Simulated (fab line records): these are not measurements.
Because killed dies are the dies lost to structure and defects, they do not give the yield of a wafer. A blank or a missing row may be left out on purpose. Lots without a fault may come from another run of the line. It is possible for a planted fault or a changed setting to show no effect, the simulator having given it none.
fab line records	flow n5Finfet
[record] lots = 10	wafers = 30	lastDay = 19
route steps=1938 shown BEOL_M4@1111 BEOL_M15@1825 MIM_TOP@1834 MIM_TOP_ETCH@1851 MIM_BOT_LITHO@1862 PASSIVATION@1936
lots untouched by any fault: they come from a run of this same line in which no faults occurred
startH: start of the lot's first displayed wafer, in hours after the record's first day	waitH: hours elapsed since this lot's preceding step	" identical to the entry in the row above	L1.1+2: a row that stands for several wafers	- either no value or no given start	* or withheld: withheld	< > ~ a bound
route shown NAME@n: names a module that has steps shown in the file, with the first one's number in the route	usual: average and standard deviation across the fault-free wafers	same: alike in all rows	chamber/n: place in a boat	sites: per-site readings	_std_site: standard deviation across them	_edge_site: inner sites' mean taken away from outer sites' mean	radiusMm: how far each site lies from the wafer's centre	mask NAME#n: copy n	behind: the most recent tool/chamber to have shaped the wafer	hold: the reason the lot was held/the length of the hold in hours/how it ended	device: transistor that didn't switch, given as n, p or np	end of line: at the end of the route, the tests of the same wafers	a step given without rows: its recipe and nothing more	killed: count of dies lost to structure and defects at first sort (not the wafer's yield)	map: shows each die of a wafer: x if killed, . if not, _ if none is there
set.NAME: the setting that was run; set.NAME@STEP: the one run at that earlier step	model.NAME: the simulator's own value behind a step, which no gauge read
the route's steps for a sample of lots (tables are steps, rows are wafers)
services: a tool's chamber out of use, with start hour (startH, from the record's first day; less than 0 if before it), hours out, and reason
[[steps]]
[step N5_BEOL_M4_RC_MEAS_101]
[usual] DIBL_N = 36.6/1.3	DIBL_P = 36.4/1.4	IOFF_N = 0.167/0.023	IOFF_P = 0.219/0.029	ION_N = 678/8.7	ION_P = 464/6.4	SS_N = 71.5/0.53	SS_P = 73.4/0.57	VT_N = 248.5/2.8	VT_P = -249/3.1
lot.wafer	tool	chamber	startH	waitH	DIBL_N[mV/V]	DIBL_P[mV/V]	IOFF_N[nA/um]	IOFF_P[nA/um]	ION_N[uA/um]	ION_P[uA/um]	SS_N[mV/dec]	SS_P[mV/dec]	VT_N[mV]	VT_P[mV]
L365.2	prober-02	0	193.25	0.2	35.6	34.5	0.152	0.219	676	470	71.3	73.5	247.8	-246
L365.5	"	0	"	"	37.3	36.0	0.181	0.244	685	472	71.9	73.3	246.9	-247
L365.6	"	0	"	"	36.9	36.0	0.180	0.244	679	468	71.7	73.9	249.0	-245
L368.1	prober-02	0	226.52	0.0	39.2	38.2	0.191	0.240	684	465	72.3	73.7	248.0	-246
L368.3	"	0	"	"	37.6	36.8	0.175	0.219	681	464	72.0	72.9	247.0	-248
L368.5	"	0	"	"	38.4	37.3	0.176	0.224	684	466	72.6	73.1	248.2	-246
L372.2	prober-01	0	283.34	0.2	34.9	34.7	0.144	0.182	674	460	71.2	72.9	250.8	-253
L372.4	"	0	"	"	36.6	36.5	0.170	0.208	669	458	71.6	73.3	247.6	-249
L372.5	"	0	"	"	34.6	34.2	0.131	0.178	665	461	70.7	72.7	249.1	-251
L371.3	prober-01	0	300.31	0.3	35.0	35.7	0.166	0.218	672	460	71.2	72.8	247.8	-251
L371.4	"	0	"	"	37.5	38.7	0.216	0.273	671	466	71.8	73.4	248.1	-248
L371.5	"	0	"	"	36.5	37.6	0.195	0.262	671	469	71.5	74.1	247.5	-249
L375.1	prober-01	0	305.05	0.0	35.5	37.1	0.165	0.201	674	460	71.6	74.1	248.2	-253
L375.4	"	0	"	"	36.0	38.0	0.177	0.215	673	457	71.8	74.1	249.4	-253
L375.6	"	0	"	"	36.7	38.3	0.189	0.210	670	455	72.2	74.1	247.0	-251
L376.1	prober-01	0	308.51	0.0	34.8	34.5	0.142	0.195	661	454	71.8	73.4	250.3	-251
L376.2	"	0	"	"	35.6	36.9	0.159	0.228	675	461	70.3	73.5	249.4	-247
L376.4	"	0	"	"	36.5	36.5	0.169	0.222	670	459	71.2	73.4	247.3	-246
L378.2	prober-01	0	317.16	0.2	36.7	35.2	0.151	0.167	675	448	72.3	73.0	250.5	-255
L378.3	"	0	"	"	36.8	37.2	0.157	0.193	674	460	71.7	73.3	248.2	-254
L378.6	"	0	"	"	35.3	35.2	0.133	0.169	665	453	71.6	72.5	251.8	-252
L380.1	prober-02	0	332.15	0.0	35.9	35.4	0.156	0.219	675	464	70.9	73.2	246.8	-250
L380.2	"	0	"	"	35.2	35.2	0.148	0.225	681	472	70.5	73.5	249.7	-248
L380.6	"	0	"	"	36.6	36.0	0.169	0.230	681	466	70.9	73.4	246.5	-248
L382.1	prober-01	0	334.52	0.0	39.3	37.6	0.193	0.207	689	461	71.7	74.3	245.8	-252
L382.2	"	0	"	"	37.9	37.0	0.165	0.200	679	466	71.7	73.7	249.2	-253
L382.3	"	0	"	"	37.2	36.2	0.149	0.180	672	456	71.6	73.5	252.1	-255
L383.4	prober-01	0	351.61	0.5	37.1	39.1	0.171	0.247	674	463	72.1	73.3	249.8	-248
L383.5	"	0	"	"	37.7	38.4	0.176	0.233	675	465	72.4	73.7	250.0	-248
L383.6	"	0	"	"	36.9	38.3	0.168	0.222	678	466	71.7	73.8	252.3	-251
[step N5_BEOL_M15_THK_MEAS_50]
[recipe] thkMeasGauge = xrf	reads = Cu_of_BEOL_M15_ECD_47
[usual] M15_THK = 839/14
lot.wafer	tool	chamber	startH	waitH	M15_THK[nm]
L365.2	filmMetro-02	-	285.28	-	836
L365.5	"	-	"	"	833
L365.6	"	-	"	"	838
L368.1	filmMetro-01	-	310.01	-	848
L368.3	"	-	"	"	820
L368.5	"	-	"	"	819
L372.2	filmMetro-02	-	376.98	-	841
L372.4	"	-	"	"	835
L372.5	"	-	"	"	829
L371.3	filmMetro-02	-	393.31	-	817
L371.4	"	-	"	"	818
L371.5	"	-	"	"	827
L376.1	filmMetro-01	-	394.11	-	845
L376.2	"	-	"	"	834
L376.4	"	-	"	"	834
L375.1	filmMetro-02	-	403.43	-	848
L375.4	"	-	"	"	864
L375.6	"	-	"	"	868
L378.2	filmMetro-01	-	403.83	-	820
L378.3	"	-	"	"	821
L378.6	"	-	"	"	819
L380.1	filmMetro-01	-	419.00	-	843
L380.2	"	-	"	"	855
L380.6	"	-	"	"	837
L382.1	filmMetro-01	-	434.32	-	843
L382.2	"	-	"	"	840
L382.3	"	-	"	"	842
L383.4	filmMetro-01	-	439.75	-	833
L383.5	"	-	"	"	829
L383.6	"	-	"	"	828
[step N5_MIM_TOP_ALD_00]
[recipe] material = Al2O3	targetThkA = *	tempC = withheld	aldPrecursorFamily = TMA	aldCoReactant = O3	pulseTimeS = withheld	purgeTimeS = 3	coReactantPurgeTimeS = withheld	coReactantPulseTimeS = 3	aldCycles = withheld
[usual] precursorPulseHeightRel = 0.995/0.017
lot.wafer	tool	chamber	startH	waitH	precursorPulseHeightRel
L365.2	aldHk-03	1	287.11	0.1	1.012
L365.5	"	1	"	"	0.999
L365.6	"	2	"	"	1.006
L368.1	aldHk-01	1	313.32	0.1	1.021
L368.3	"	3	"	"	0.993
L368.5	"	0	"	"	0.999
L372.2	aldHk-03	3	378.95	0.1	0.993
L372.4	"	0	"	"	1.001
L372.5	"	0	"	"	0.992
L371.3	aldHk-01	2	396.09	0.1	1.000
L371.4	"	3	"	"	0.977
L371.5	"	0	"	"	1.025
L376.1	aldHk-03	3	396.47	0.1	0.989
L376.2	"	1	"	"	1.003
L376.4	"	2	"	"	0.987
L375.1	aldHk-02	2	406.85	0.1	0.996
L375.4	"	0	"	"	1.001
L375.6	"	3	"	"	1.001
L378.2	aldHk-01	0	406.97	0.1	0.985
L378.3	"	3	"	"	0.994
L378.6	"	2	"	"	0.977
L380.1	aldHk-01	3	420.80	0.1	0.994
L380.2	"	1	"	"	1.014
L380.6	"	2	"	"	0.974
L382.1	aldHk-01	0	437.75	0.1	1.003
L382.2	"	3	"	"	0.988
L382.3	"	1	"	"	0.995
L383.4	aldHk-02	2	442.07	0.1	1.007
L383.5	"	2	"	"	1.013
L383.6	"	1	"	"	0.997
[step N5_MIM_TOP_ETCH_ETCH_00]
[recipe] chemistry = Cl2/BCl3	target = TiN	targetDepthA = 385	ionEnergyEv = 150	pressureMtorr = 10	icpW = 1000	biasW = 126	Cl2_flow_sccm = 53.25	bcl3FlowSccm = 21.75	Ar_flow_sccm = 25
[usual] bcl3FlowSccm = 21.75/0.061	biasW = 126.0/0.35	chamberPressureMTorr = 10.000/0.01	drypumpMotorCurrentA = 5.95/0.13	oesProductAu = 0.80/0.076	throttleValvePct = 22.61/0.27
lot.wafer	tool	chamber	startH	waitH	bcl3FlowSccm	biasW	chamberPressureMTorr	drypumpMotorCurrentA	oesProductAu	rfHoursCounterH	throttleValvePct
L365.2	rieMetal-02	0	290.23	0.1	21.80	126.4	10.000	6.14	0.78	52	22.97
L365.5	"	1	"	"	21.76	125.2	10.012	5.82	0.75	-	22.44
L365.6	"	0	"	"	21.75	126.3	9.998	6.15	0.77	-	22.97
L368.1	rieMetal-03	1	314.38	0.1	21.63	126.3	10.009	5.97	0.86	17	22.45
L368.3	"	0	"	"	21.76	126.1	10.020	5.81	0.91	-	22.93
L368.5	"	1	"	"	21.63	126.2	10.004	5.92	0.87	-	22.44
L372.2	rieMetal-03	1	384.36	0.1	21.75	125.5	10.011	5.92	0.84	23	22.46
L372.4	"	0	"	"	21.76	126.1	9.985	5.78	0.87	-	22.94
L372.5	"	1	"	"	21.70	125.8	10.000	5.94	0.83	-	22.45
L371.3	rieMetal-03	0	397.20	0.1	-	-	-	-	-	-	-
L371.4	"	1	"	"	-	-	-	-	-	-	-
L371.5	"	0	"	"	-	-	-	-	-	-	-
L376.1	rieMetal-01	0	397.58	0.1	-	-	-	-	-	-	-
L376.2	"	1	"	"	-	-	-	-	-	-	-
L376.4	"	0	"	"	-	-	-	-	-	-	-
L375.1	rieMetal-02	0	408.39	0.1	-	-	-	-	-	-	-
L375.4	"	1	"	"	-	-	-	-	-	-	-
L375.6	"	0	"	"	-	-	-	-	-	-	-
L378.2	rieMetal-02	0	408.83	0.1	21.66	125.8	10.009	6.15	0.76	62	22.98
L378.3	"	1	"	"	21.65	126.5	9.984	5.81	0.72	-	22.46
L378.6	"	0	"	"	21.71	126.4	9.999	6.12	0.75	-	22.98
L380.1	rieMetal-01	0	422.99	0.1	21.73	126.2	9.984	6.02	0.91	7	22.32
L380.2	"	1	"	"	21.78	126.6	9.992	5.87	0.80	35	22.40
L380.6	"	1	"	"	21.77	125.8	10.014	5.90	0.80	-	22.40
L382.1	rieMetal-03	1	439.61	0.1	21.70	125.7	9.983	5.95	0.81	28	22.48
L382.2	"	0	"	"	21.79	126.0	9.987	5.80	0.85	24	22.94
L382.3	"	0	"	"	21.71	126.5	9.990	5.78	0.85	-	22.94
L383.4	rieMetal-02	1	443.95	0.1	21.67	125.9	10.021	5.81	0.72	-	22.46
L383.5	"	0	"	"	21.77	126.1	10.000	6.19	0.74	-	23.01
L383.6	"	1	"	"	21.70	126.0	9.997	5.78	0.71	-	22.47
[step N5_MIM_BOT_LITHO_CD_MEAS_08]
[recipe] targetCdNm = 3000	landingEnergyEv = 500	detector = seInlens	polarity = opening
[usual] cdNm = 2999.5/1.5
lot.wafer	tool	chamber	startH	waitH	cdNm
L365.2	cdSem-03	0	290.92	-	2999.7
L365.5	"	0	"	"	3000.8
L365.6	"	0	"	"	3000.8
L368.1	cdSem-03	0	315.18	-	3001.0
L368.3	"	0	"	"	3000.3
L368.5	"	0	"	"	2997.7
L372.2	cdSem-03	0	385.05	-	3001.2
L372.4	"	0	"	"	3002.5
L372.5	"	0	"	"	2998.3
L378.2	cdSem-02	0	409.50	-	2999.3
L378.3	"	0	"	"	2999.6
L378.6	"	0	"	"	2999.7
L380.1	cdSem-03	0	423.80	-	2999.9
L380.2	"	0	"	"	3000.6
L380.6	"	0	"	"	2999.7
L382.1	cdSem-02	0	440.17	-	2998.3
L382.2	"	0	"	"	3000.2
L382.3	"	0	"	"	3001.5
L383.4	cdSem-01	0	444.54	-	2999.3
L383.5	"	0	"	"	3001.5
L383.6	"	0	"	"	3000.4
[step N5_PASSIVATION_PROBE_49]
[usual] defectLimitedYield = 91.6/1.6	killed_at_M0_to_M3 = 32/9.7	killed_at_M4_up = 13/4.4	killedAtContacts = 12/6.5	killedAtFrontEnd = 38/12	killedAtOther = 3.7/3	killedDies = 99/18	killedOnRim = 13/3.9	killedOpen = 66/14	killedShort = 32/7.5	sort_bin_5_function = 4.9/1	sort_bin_6_memory = 3.2/0.73	sortNPass = 1081/18	sortYieldPct = 91.6/1.6
[same] grossDies = 1180	killedAtBackSide = 0	sort_bin_4_leakage[%] = 0	sort_bin_8_speed[%] = 0
lot.wafer	tool	chamber	startH	waitH	defectLimitedYield[%]	killed_at_M0_to_M3	killed_at_M4_up	killedAtContacts	killedAtFrontEnd	killedAtOther	killedDies	killedOnRim	killedOpen	killedShort	sort_bin_5_function[%]	sort_bin_6_memory[%]	sortNPass	sortYieldPct[%]
L371.3	prober-02	-	408.41	0.1	0	31	16	2	25	1106	1180	152	53	21	97.8	1.9	0	0
L371.4	prober-02	-	408.46	0.2	0	24	16	16	27	1097	1180	152	65	28	96.7	3.1	0	0
L371.5	prober-02	-	408.51	0.2	0	20	11	7	19	1123	1180	152	37	23	98.2	1.8	0	0
L376.1	prober-01	-	408.99	0.0	0	36	12	12	49	1071	1180	152	70	40	96.4	3.1	0	0
L376.2	prober-01	-	409.04	0.1	0	47	9	10	32	1082	1180	152	67	34	96.7	3.0	0	0
L376.4	prober-01	-	409.14	0.2	0	41	16	14	34	1075	1180	152	77	32	96.4	3.1	0	0
L375.1	prober-01	-	418.70	0.0	0	25	13	9	34	1099	1180	152	52	31	97.5	2.4	0	0
L375.4	prober-01	-	418.85	0.2	0	35	19	7	29	1090	1180	152	62	31	96.8	3.1	0	0
L375.6	prober-01	-	418.95	0.3	0	23	15	8	40	1094	1180	152	56	31	96.9	3.0	0	0
// killed by level:class
L371.3 MIM_TOP_ETCH:areaEtch=1104 BEOL_M3:geometricParticle:open=13 BEOL_M1:geometricParticle:open=6 BEOL_M4:geometricParticle:open=5 GATE_CUT:geometricParticle:open=4 BEOL_M3:geometricParticle:short=4 FIN_SAQP:geometricParticle:short=3 FIN_SAQP:geometricParticle:open=3
L371.4 MIM_TOP_ETCH:areaEtch=1085 MOL_CONTACT_COAG:geometricParticle:open=12 BEOL_M3:geometricParticle:open=10 DUMMY_GATE:geometricParticle:open=5 MIM_TOP_ETCH:geometricParticle:open=5 BEOL_M1:geometricParticle:open=5 PASS1_CAP:geometricParticle:short=5 BEOL_M3:geometricParticle:short=4
L371.5 MIM_TOP_ETCH:areaEtch=1117 BEOL_M2:geometricParticle:open=8 STI_FIN_REVEAL:geometricParticle:open=4 MOL_CONTACT_COAG:geometricParticle:open=4 BEOL_M4:geometricParticle:open=4 STARTING-WAFER:geometricParticle:short=4 MOL_CONTACT_COAG:geometricParticle:short=3 BEOL_M0_SAQP:geometricParticle:short=3
L376.1 MIM_TOP_ETCH:areaEtch=1067 FIN_SAQP:geometricParticle:short=10 STI_FIN_REVEAL:geometricParticle:open=10 BEOL_M0_SAQP:geometricParticle:short=10 MOL_CONTACT_COAG:geometricParticle:open=9 DUMMY_GATE:geometricParticle:open=8 BEOL_M4:geometricParticle:open=8 BEOL_M0_SAQP:geometricParticle:open=7
L376.2 MIM_TOP_ETCH:areaEtch=1079 BEOL_M0_SAQP:geometricParticle:open=13 BEOL_M0_SAQP:geometricParticle:short=9 BEOL_M3:geometricParticle:open=8 FIN_SAQP:geometricParticle:short=7 FIN_SAQP:geometricParticle:open=7 MOL_CONTACT_COAG:geometricParticle:open=6 BEOL_M0:geometricParticle:open=5
L376.4 MIM_TOP_ETCH:areaEtch=1071 FIN_SAQP:geometricParticle:open=14 BEOL_M1:geometricParticle:open=14 MOL_CONTACT_COAG:geometricParticle:open=12 BEOL_M3:geometricParticle:open=9 BEOL_M0_SAQP:geometricParticle:short=6 BEOL_M4:geometricParticle:open=6 DUMMY_GATE:geometricParticle:open=5
L375.1 MIM_TOP_ETCH:areaEtch=1097 BEOL_M2:geometricParticle:open=10 GATE_CUT:geometricParticle:short=9 FIN_SAQP:geometricParticle:short=6 MOL_CONTACT_COAG:geometricParticle:open=6 BEOL_M3:geometricParticle:open=6 BEOL_M5:geometricParticle:open=6 STI_FIN_REVEAL:geometricParticle:open=5
L375.4 MIM_TOP_ETCH:areaEtch=1087 BEOL_M0:geometricParticle:open=9 BEOL_M2:geometricParticle:open=9 BEOL_M4:geometricParticle:open=8 GATE_CUT:geometricParticle:short=6 STI_FIN_REVEAL:geometricParticle:open=5 MOL_CONTACT_COAG:geometricParticle:open=5 BEOL_M3:geometricParticle:open=4
L375.6 MIM_TOP_ETCH:areaEtch=1093 FIN_SAQP:geometricParticle:short=10 GATE_CUT:geometricParticle:short=7 FIN_SAQP:geometricParticle:open=6 STI_FIN_REVEAL:geometricParticle:open=6 GATE_CUT:geometricParticle:open=6 BEOL_M2:geometricParticle:open=6 BEOL_M4:geometricParticle:open=6
[[services]]
tool	chamber	startH	hours	kind
aldHk-03	-	268.36	6.0	pm
rieMetal-01	0	283.97	2.3	repair
aldHk-03	-	299.54	8.7	pm
rieMetal-01	0	308.48	-	clean
rieMetal-01	0	308.48	14.4	scheduledDown
rieMetal-01	0	308.48	14.4	ventCycle
aldHk-01	-	314.97	0.7	repair
aldHk-01	-	354.68	0.5	repair
aldHk-02	-	360.71	0.5	repair
[[key]]
[firstSign] step = N5_MIM_TOP_ETCH_ETCH_00	reading = toolRecord	direction = missing
[effect] step = N5_PASSIVATION_PROBE_49	reading = killedAtOther	direction = up	sigmas = 99+	usual = 3.7	struck = 1093
[moreKillsBornAt] N5_MIM_TOP_ETCH_ETCH_00@rieMetal-03 = 3306	N5_MIM_TOP_ETCH_ETCH_00@rieMetal-02 = 3277	N5_MIM_TOP_ETCH_ETCH_00@rieMetal-01 = 3217
metAt N5_MIM_TOP_ETCH_ETCH_00
struckLots L371,L375,L376
laterRowsLeftOut L371.3,L371.4,L371.5,L375.1,L375.4,L375.6,L376.1,L376.2,L376.4
notActingAt N5_BEOL_M15_THK_MEAS_50,N5_MIM_TOP_ALD_00,N5_MIM_BOT_LITHO_CD_MEAS_08
onsetBetween 384.36 397.20
[fault] kind = skippedStepWhole	tool = rieMetal-01,rieMetal-02,rieMetal-03	chamber = -	onsetH = 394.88	steps = N5_MIM_TOP_ETCH_ETCH_00	scope = struckLotsOnly
// laterRowsLeftOut: the simulator's readings of these wafers behind a module that went badly wrong aren't trusted and aren't shown, but for the sort
